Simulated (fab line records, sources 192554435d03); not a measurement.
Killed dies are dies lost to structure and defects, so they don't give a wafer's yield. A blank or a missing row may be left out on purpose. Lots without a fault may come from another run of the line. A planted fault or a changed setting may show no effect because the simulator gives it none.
A struck lot beside a sound one | flow n5_finfet | 14 steps out of a route of 1938
Sound: wafers L884.1, L884.2, L884.5. Struck: wafers L878.4, L878.5, L878.6. The cause comes at the end.
At each step with rows: each side's tool, then ch and its chambers, then its first start. Under that, the readings that differ: sound wafers | struck wafers | difference of the means | sigmas: that difference in standard deviations of wafers without a fault.
alike: readings whose means differ by less than 2 such deviations, and words and numbers that are the same on both sides. not compared: withheld readings, readings that some wafer has no value for, bounds like >300 that may hide the same value, and numbers for which the record gives no deviation and whose values overlap.
The two part at a step that has a row with sigmas, a row that says differs or no value, or rows on one side only. Numbers that don't overlap but have no deviation are shown without sigmas and don't part them. A reading that every wafer of one side lacks parts them only if that side has two wafers or more.

first, 1 step without rows for these wafers: N5_BEOL_M12_PRE_CLEAN_52 (time 15 s).
N5_BEOL_M12_DEP_53: deposits SiCN from 3MS/NH3, target thk 30 nm, time 10.5 s.
  sound on pecvd-01 ch 0,2, day 15 02:54; struck on pecvd-01 ch 0,1,2, day 12 20:26
  alike: showerhead_plenum_p_Torr, throttle_valve_pct
  not compared: since_wet_clean_h
N5_BEOL_M12_RS_MEAS_54: measures by four-point-probe.
  sound on film_metro-02, day 15 02:58; struck on film_metro-02, day 12 20:29
  alike: M12_RS
N5_BEOL_M12_INSPECT_55: inspects for defects (darkfield).
  sound on defect_inspect-02, day 15 02:59; struck on defect_inspect-01, day 12 20:31
  alike: raw_defect_count
N5_BEOL_M13_ILD_DEP_00: deposits SiOC from DEMS/O2, target thk 837.92 nm, time 166.4 s.
  sound on pecvd-04 ch 1,2, day 15 03:02; struck on pecvd-03 ch 0,1,2, day 12 20:37
  alike: heater_power_w, showerhead_plenum_p_Torr, throttle_valve_pct
  not compared: since_wet_clean_h
N5_BEOL_M13_THK_MEAS_01:
  sound on film_metro-01, day 15 03:11; struck on film_metro-02, day 12 20:42
  alike: M13_ILD_THK
then, 6 steps without rows for these wafers: N5_BEOL_M13_COAT_58 (time 60 s, resist thk 89 nm); N5_BEOL_M13_COAT_04 (resist thk 400 nm); N5_BEOL_M13_EBR_06; N5_BEOL_M13_SOFTBAKE_05 (time 60 s); N5_BEOL_M13_EXPOSE_07 (exposes mask V12); N5_BEOL_M13_PEB_08 (peb time 90 s).
N5_BEOL_M13_DEVELOP_09: develop time 45 s.
  sound on litho_track-05 ch 0, day 15 03:22; struck on litho_track-05, day 12 21:01
  no value came back on the struck wafers for chill_plate_temp_C (C), develop_time_s (s), developer_temp_C (C); on the sound wafers chill_plate_temp_C (C) reads 23.16 23.08 23.10
  reading                                    | sound           | struck          | difference | sigmas
  model.coat_of_BEOL_M13_COAT_04.thk_nm (nm) | 386.4 387.4 386 | 402 400.2 400.4 | +14        |
then, 1 step without rows for these wafers: N5_BEOL_M13_HARDBAKE_14 (time 120 s).

WHERE THEY PART
Only at N5_BEOL_M13_DEVELOP_09, within this record.

WHY: what the simulator had put in
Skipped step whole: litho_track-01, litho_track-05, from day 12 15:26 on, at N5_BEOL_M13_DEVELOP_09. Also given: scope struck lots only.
